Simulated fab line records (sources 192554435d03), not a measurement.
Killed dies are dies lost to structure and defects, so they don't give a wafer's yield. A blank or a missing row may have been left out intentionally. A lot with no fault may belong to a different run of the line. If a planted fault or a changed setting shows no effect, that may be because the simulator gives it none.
Split-lot study :: flow n5-finfet :: 7 lots, 21 wafers read, on a route of 1938 steps

ON THE SPLIT
At N5_BEOL_M11_EXPOSE_08 (exposes mask M11), the setting dose-mj was moved away from the recipe's 53.75 on 8 of the 21 wafers read, by -6.5% to +7.1%. For the rest of the wafers, this setting stayed at what the recipe calls for.

FROM THE SPLIT TO THE READING: what the file shows between them, 15 steps
- N5_BEOL_M11_PEB_09: peb time 60 s
- N5_BEOL_M11_DEVELOP_10: develop time 30 s
- N5_BEOL_M11_CD_MEAS_11: target cd 64.1 nm
- N5_BEOL_M11_DESCUM_16: chemistry O2, time 7.9 s
- N5_BEOL_M11_ETCH_61: etches SiARC in CF4, target depth 39 nm, time 65 s
- N5_BEOL_M11_ETCH_62: etches SOC in N2/H2, target depth 110 nm, overetch 22 nm, time 165 s (also split here: time-s)
- N5_BEOL_M11_STRIP_68: strips in N2/H2
- N5_BEOL_M11_STRIP_67: strips in CF4
- N5_BEOL_M11_HM_OPEN_17: chemistry Cl2/BCl3, target TiN, target depth 20 nm, overetch 6 nm
- N5_BEOL_M11_STRIP_19: strips in O2
- N5_BEOL_M11_CD_MEAS_18: pitch 140 nm, target cd 70 nm
- N5_BEOL_M11_COAT_63: time 60 s, resist thk 100 nm
- N5_BEOL_M11_COAT_64: time 60 s, resist thk 30 nm
- N5_BEOL_M11_PRECLEAN_42: cleans in residue remover, time 60 s
- N5_BEOL_M11_SRD_43: time 30 s

THE READING
cd-nm at N5_BEOL_M11_CD_MEAS_35, given in nm (cd target 70 nm). On this fab line, fault-free wafers typically give 69.8 nm with a standard deviation of 0.78 nm.

wafer: L074.1
tool, chamber at the split: arfi-scanner-02, 0
dose-mj as run: 56.09
against the recipe: +4.4%
cd-nm, nm: 72.8
against lot-mates on the recipe: +1.9

wafer: L074.3
tool, chamber at the split: arfi-scanner-02, 0
dose-mj as run: 56.09
against the recipe: +4.4%
cd-nm, nm: 72.0
against lot-mates on the recipe: +1.1

wafer: L074.5
tool, chamber at the split: arfi-scanner-02, 0
dose-mj as run: 53.75
against the recipe: recipe
cd-nm, nm: 70.9
against lot-mates on the recipe: -

wafer: L083.2
tool, chamber at the split: arfi-scanner-01, 0
dose-mj as run: 51.55
against the recipe: -4.1%
cd-nm, nm: 68.6
against lot-mates on the recipe: -1.1

wafer: L083.4
tool, chamber at the split: arfi-scanner-01, 0
dose-mj as run: 53.75
against the recipe: recipe
cd-nm, nm: 69.7
against lot-mates on the recipe: -

wafer: L083.5
tool, chamber at the split: arfi-scanner-01, 0
dose-mj as run: 51.55
against the recipe: -4.1%
cd-nm, nm: 69.2
against lot-mates on the recipe: -0.5

wafer: L087.2
tool, chamber at the split: arfi-scanner-02, 0
dose-mj as run: 53.75
against the recipe: recipe
cd-nm, nm: 69.6
against lot-mates on the recipe: -

wafer: L087.3
tool, chamber at the split: arfi-scanner-02, 0
dose-mj as run: 53.75
against the recipe: recipe
cd-nm, nm: 69.6
against lot-mates on the recipe: -

wafer: L087.5
tool, chamber at the split: arfi-scanner-02, 0
dose-mj as run: 50.23
against the recipe: -6.5%
cd-nm, nm: 65.6
against lot-mates on the recipe: -4.0

wafer: L086.4
tool, chamber at the split: arfi-scanner-01, 0
dose-mj as run: 53.75
against the recipe: recipe
cd-nm, nm: 70.0
against lot-mates on the recipe: -

wafer: L086.5
tool, chamber at the split: arfi-scanner-01, 0
dose-mj as run: 57.58
against the recipe: +7.1%
cd-nm, nm: 74.3
against lot-mates on the recipe: +4.3

wafer: L086.6
tool, chamber at the split: arfi-scanner-01, 0
dose-mj as run: 57.58
against the recipe: +7.1%
cd-nm, nm: 73.9
against lot-mates on the recipe: +3.9

wafer: L091.1
tool, chamber at the split: arfi-scanner-03, 0
dose-mj as run: 53.75
against the recipe: recipe
cd-nm, nm: 68.1
against lot-mates on the recipe: -

wafer: L091.3
tool, chamber at the split: arfi-scanner-03, 0
dose-mj as run: 55.15
against the recipe: +2.6%
cd-nm, nm: 71.0
against lot-mates on the recipe: +2.5

wafer: L091.4
tool, chamber at the split: arfi-scanner-03, 0
dose-mj as run: 53.75
against the recipe: recipe
cd-nm, nm: 68.9
against lot-mates on the recipe: -

wafer: L093.2
tool, chamber at the split: arfi-scanner-02, 0
dose-mj as run: 53.75
against the recipe: recipe
cd-nm, nm: 69.7
against lot-mates on the recipe: -

wafer: L093.5
tool, chamber at the split: arfi-scanner-02, 0
dose-mj as run: 53.75
against the recipe: recipe
cd-nm, nm: 68.2
against lot-mates on the recipe: -

wafer: L093.6
tool, chamber at the split: arfi-scanner-02, 0
dose-mj as run: 53.75
against the recipe: recipe
cd-nm, nm: 70.2
against lot-mates on the recipe: -

wafer: L097.1
tool, chamber at the split: arfi-scanner-03, 0
dose-mj as run: 53.75
against the recipe: recipe
cd-nm, nm: 71.2
against lot-mates on the recipe: -

wafer: L097.2
tool, chamber at the split: arfi-scanner-03, 0
dose-mj as run: 53.75
against the recipe: recipe
cd-nm, nm: 70.6
against lot-mates on the recipe: -

wafer: L097.6
tool, chamber at the split: arfi-scanner-03, 0
dose-mj as run: 53.75
against the recipe: recipe
cd-nm, nm: 71.0
against lot-mates on the recipe: -

THE FIT
A straight line over all 21 wafers: cd-nm changes by +0.54 nm for each +1% of dose-mj; r = +0.89; the points scatter about the line by 0.93 nm.
The same after taking each lot's own level away (the mean of its wafers on the recipe; 21 wafers): +0.491 nm for each +1%; r = +0.92; scatter 0.71 nm.
That fit puts the effect of the largest move of dose-mj on the reading at 3.5 nm.
From 68.50 to 70.93 nm: that is the span of the lots' own levels, equal to 3.1 times the standard deviation above.
Hence the lot-to-lot level has little effect on the slope; both slopes agree.
Check: for one of the wafers moved furthest among these (+7.1%), held out of the fit, the line's prediction against its lot-mates is +3.41 nm. Against them it came out at +4.3 nm.

ADDITIONAL SPLITS CARRIED BY THESE WAFERS
Note: prior to the reading, these wafers also went through further splits. Each is held against what the fit with the lots' levels taken away leaves over:
other split on the same wafers: N5_BEOL_M11_ETCH_62 time-s
wafers away from the commonest value: 6
r with cd-nm (lot level and that fit taken away): +0.54

THE WHOLE CHAIN: every reading that the file lists as answering this split, in the file's order
step: N5_BEOL_M11_CD_MEAS_11
what it does: target cd 64.1 nm
reading: cd-nm
change (the file's fit): +0.513 nm for each +1% of the setting
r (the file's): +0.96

step: N5_BEOL_M11_ETCH_61
what it does: etches SiARC in CF4, target depth 39 nm, time 65 s
reading: BEOL_M11.cd-offset-nm (the simulator's own value, which no gauge read)
change (the file's fit): +0.536 nm for each +1% of the setting
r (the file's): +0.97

step: N5_BEOL_M11_ETCH_62
what it does: etches SOC in N2/H2, target depth 110 nm, overetch 22 nm, time 165 s
reading: BEOL_M11.cd-offset-nm (the simulator's own value, which no gauge read)
change (the file's fit): +0.555 nm for each +1% of the setting
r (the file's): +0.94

step: N5_BEOL_M11_HM_OPEN_17
what it does: chemistry Cl2/BCl3, target TiN, target depth 20 nm, overetch 6 nm
reading: BEOL_M11.cd-offset-nm (the simulator's own value, which no gauge read)
change (the file's fit): +0.534 nm for each +1% of the setting
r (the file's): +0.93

step: N5_BEOL_M11_CD_MEAS_18
what it does: pitch 140 nm, target cd 70 nm
reading: cd-nm
change (the file's fit): +0.505 nm for each +1% of the setting
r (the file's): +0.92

step: N5_BEOL_M11_CD_MEAS_35
what it does: target cd 70 nm
reading: cd-nm
change (the file's fit): +0.532 nm for each +1% of the setting
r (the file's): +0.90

THE FILE'S OWN FIT
cd-nm changes by +0.532 nm for each +1% of dose-mj, r = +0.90.
